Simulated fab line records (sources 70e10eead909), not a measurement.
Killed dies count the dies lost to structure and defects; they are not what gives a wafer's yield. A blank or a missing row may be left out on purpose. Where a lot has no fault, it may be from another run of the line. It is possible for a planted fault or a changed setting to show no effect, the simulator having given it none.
One fault through the eyes of 2 desks | flow nand harc | numbers are kept per desk, each desk with only its own; the story behind them comes last

## DESK OF THE TOOL OWNER: pecvd-02
The tool's own readings at NHARC_A_SLIT_DEP_23 (deposits SiON, target thk 100 nm): means of the sampled wafers that have a number, for each lot that ran on this tool. The brackets show how far a lot's mean lies from the usual mean; more than 4 standard deviations puts the lot out of limits, marked OUT.
Columns: A = heater power outer w at NHARC_A_SLIT_DEP_23, usual 479 W; B = heater power w at NHARC_A_SLIT_DEP_23, usual 775 W
lot  | first seen here | A   | B
L486 | day 21 23:53    | 504 | 814
L490 | day 24 06:36    | 605 | 927
L501 | day 28 07:04    | 465 | 766
L503 | day 29 11:30    | 485 | 806
This desk's finding: nothing out of limits on any of the 4 lots.

## THE DEFECT DESK
Per lot, the means of the sampled wafers with a number show what the inspections along the route counted. The brackets show how far a lot's mean lies from the usual mean; more than 4 standard deviations puts the lot out of limits, marked OUT.
Columns: A = raw defect count at NHARC_A_SLIT_INSPECT_11, usual 55
lot  | first seen here | A
L481 | day 20 07:09    | 67
L484 | day 21 10:16    | 72
L486 | day 22 00:41    | 112
L490 | day 24 07:16    | 334 (+9.6) OUT
L492 | day 24 17:27    | 64
L497 | day 26 02:38    | 17
L499 | day 27 12:59    | 26
L500 | day 27 22:37    | 61
L501 | day 28 07:50    | 26
L502 | day 29 07:38    | 11
L503 | day 29 12:18    | 78
This desk finds L490 out of limits, L490 being first, at day 24 07:16 (raw defect count at NHARC_A_SLIT_INSPECT_11). Within limits: L481, L484, L486, L492, L497, L499, L500, L501, L502, L503.

## BROUGHT TOGETHER
The defect desk could have raised an alarm at day 24 07:16, on L490.
Nothing out of limits was seen by the tool owner's desk.
On record at the tool owner's desk: L490, within its limits.
All the named lots went through NHARC_A_SLIT_DEP_23 on pecvd-02.

## WHAT THE SIMULATOR HAD PUT IN
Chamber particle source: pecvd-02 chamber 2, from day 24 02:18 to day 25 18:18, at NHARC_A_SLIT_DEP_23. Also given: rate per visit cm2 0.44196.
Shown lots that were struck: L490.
Hours from the fault's start to each desk's first reading out of limits: the defect desk, 5.
